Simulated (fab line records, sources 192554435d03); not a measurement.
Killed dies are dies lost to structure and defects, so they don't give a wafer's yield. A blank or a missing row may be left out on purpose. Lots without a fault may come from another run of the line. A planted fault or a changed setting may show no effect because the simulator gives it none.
Split-lot experiment | flow n5_finfet | 7 lots, 21 wafers read, on a route of 1938 steps

THE SPLIT
At N5_SDB_ETCH_18 (etches SOC in N2/H2, target depth 100 nm, overetch 20 nm, time 150 s), the setting time_s was moved away from the recipe's 150 s on 5 of the 21 wafers read, by -14.5% to +19.1%. The other wafers ran this setting at the recipe's value.

The reading is taken at the split's own step.

THE READING
SiARC_of_SDB_COAT_04.thk_nm (the simulator's own value, which no gauge read), in nm, at N5_SDB_ETCH_18 (etches SOC in N2/H2, target depth 100 nm, overetch 20 nm, time 150 s). The file gives no usual value for it. The 16 wafers here that ran the recipe average 12.8 nm, standard deviation 0.097 nm.

wafer  | tool, chamber at the split | time_s as run, s | against the recipe | SiARC_of_SDB_COAT_04.thk_nm, nm | against lot-mates on the recipe
L081.1 | rie_diel-02, 1             | 128.3            | -14.5%             | 13.4                            | +0.6
L081.2 | rie_diel-02, 3,2           | 150              | recipe             | 12.8                            | -
L081.4 | rie_diel-02, 3,2           | 150              | recipe             | 12.8                            | -
L083.1 | rie_diel-02, 0             | 150              | recipe             | 12.8                            | -
L083.2 | rie_diel-02, 1             | 150              | recipe             | 12.6                            | -
L083.5 | rie_diel-02, 3             | 169.2            | +12.8%             | 12.2                            | -0.5
L084.1 | rie_diel-02, 3             | 150              | recipe             | 12.8                            | -
L084.6 | rie_diel-02, 3             | 150              | recipe             | 12.8                            | -
L084.5 | rie_diel-02, 0             | 150              | recipe             | 12.6                            | -
L086.2 | rie_diel-02, 2             | 150              | recipe             | 13                              | -
L086.3 | rie_diel-02, 1,3           | 150              | recipe             | 12.8                            | -
L086.4 | rie_diel-02, 1,3           | 150              | recipe             | 12.8                            | -
L088.1 | rie_diel-01, 1             | 178.6            | +19.1%             | 11.8                            | -1.0
L088.3 | rie_diel-01, 0             | 178.6            | +19.1%             | 11.6                            | -1.2
L088.6 | rie_diel-01, 1             | 150              | recipe             | 12.8                            | -
L091.4 | rie_diel-01, 3,0           | 150              | recipe             | 12.8                            | -
L091.6 | rie_diel-01, 3,0           | 150              | recipe             | 12.8                            | -
L091.5 | rie_diel-01, 1             | 162.3            | +8.2%              | 12.4                            | -0.4
L093.1 | rie_diel-01, 3,2           | 150              | recipe             | 12.8                            | -
L093.3 | rie_diel-01, 3,2           | 150              | recipe             | 12.8                            | -
L093.5 | rie_diel-01, 0             | 150              | recipe             | 12.6                            | -
Where a row lists several chambers, the file gives one row for several wafers and doesn't say which wafer went through which chamber.

THE FIT
A straight line over all 21 wafers: SiARC_of_SDB_COAT_04.thk_nm changes by -0.0515 nm for each +1% of time_s; r = -0.97; the points scatter about the line by 0.11 nm.
The same after taking each lot's own level away (the mean of its wafers on the recipe; 21 wafers): -0.0513 nm for each +1%; r = -0.97; scatter 0.1 nm.
On that fit, the largest move of time_s shifts the reading by 0.98 nm.
The lots' own levels span 12.70 to 12.87 nm, that is 1.7 times the standard deviation above.
So the lot-to-lot level changes the slope little: the two slopes agree.
Check: with one of the wafers moved furthest among these (+19.1%) left out of the fit, the line predicts -0.982 nm for it against its lot-mates. It came out at -1 nm against them.

THE FILE'S OWN FIT
SiARC_of_SDB_COAT_04.thk_nm changes by -0.0489 nm for each +1% of time_s, r = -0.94.
